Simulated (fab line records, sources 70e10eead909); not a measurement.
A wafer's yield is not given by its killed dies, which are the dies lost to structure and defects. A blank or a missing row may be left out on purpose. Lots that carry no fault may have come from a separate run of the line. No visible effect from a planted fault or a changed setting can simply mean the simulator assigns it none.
The tool behind it: which one? + flow nand-harc + 12 lots (36 wafers sampled), 1 step of a 1159-step route

WHAT THE GAUGES SHOWED, per wafer
NHARC_A_CONTACT_OVL_MEAS_70.
| lot  | measured     | on         | overlay-x-nm (nm) |
|------|--------------|------------|-------------------|
| L077 | day 16 23:01 | overlay-01 | 0.1 0.0 -0.3      |
| L079 | day 17 02:41 | overlay-01 | -0.6 -0.4 -0.4    |
| L076 | day 17 05:37 | overlay-01 | 0.5 0.4 0.2       |
| L082 | day 18 16:28 | overlay-01 | 0.6 -0.1 0.6      |
| L083 | day 18 23:12 | overlay-01 | -0.9 -1.0 -0.9    |
| L084 | day 19 09:32 | overlay-02 | 0.1 -0.2 0.3      |
| L089 | day 20 12:42 | overlay-01 | 0.1 -0.4 0.2      |
| L091 | day 20 16:16 | overlay-01 | -0.3 -0.3 -0.9    |
| L088 | day 20 23:19 | overlay-02 | -0.1 -0.3 -0.2    |
| L095 | day 21 06:36 | overlay-02 | -0.2 -0.2 0.1     |
| L092 | day 22 00:00 | overlay-01 | 0.9 0.7 -0.1      |
| L096 | day 22 07:10 | overlay-02 | -0.8 -0.6 -0.3    |

TOOL THAT RAN EACH LOT (tool first, then ch and the chambers of the sampled wafers, then the start)
The record holds no process step before these readings.

THE ANSWER, worked out from the rows above alone
Rule: what is usual is taken from the lots themselves. Put in order of their means at a reading, lots are off if they are a third of the lots or fewer, leave a main group of 4 or more, and stand apart from it by a gap of 3 or more times the standard deviation of the main group's means; of several such gaps the widest counts. If all means in a main group match to the digits the tables above print for the reading, that group is not used. A lot without any number at a reading at which 4 lots or more have one is off too. All remaining lots with rows at the step are treated as sound.
None of the lots is off at any reading shown; this tells nothing.

WHAT HAD BEEN PUT IN BY THE SIMULATOR
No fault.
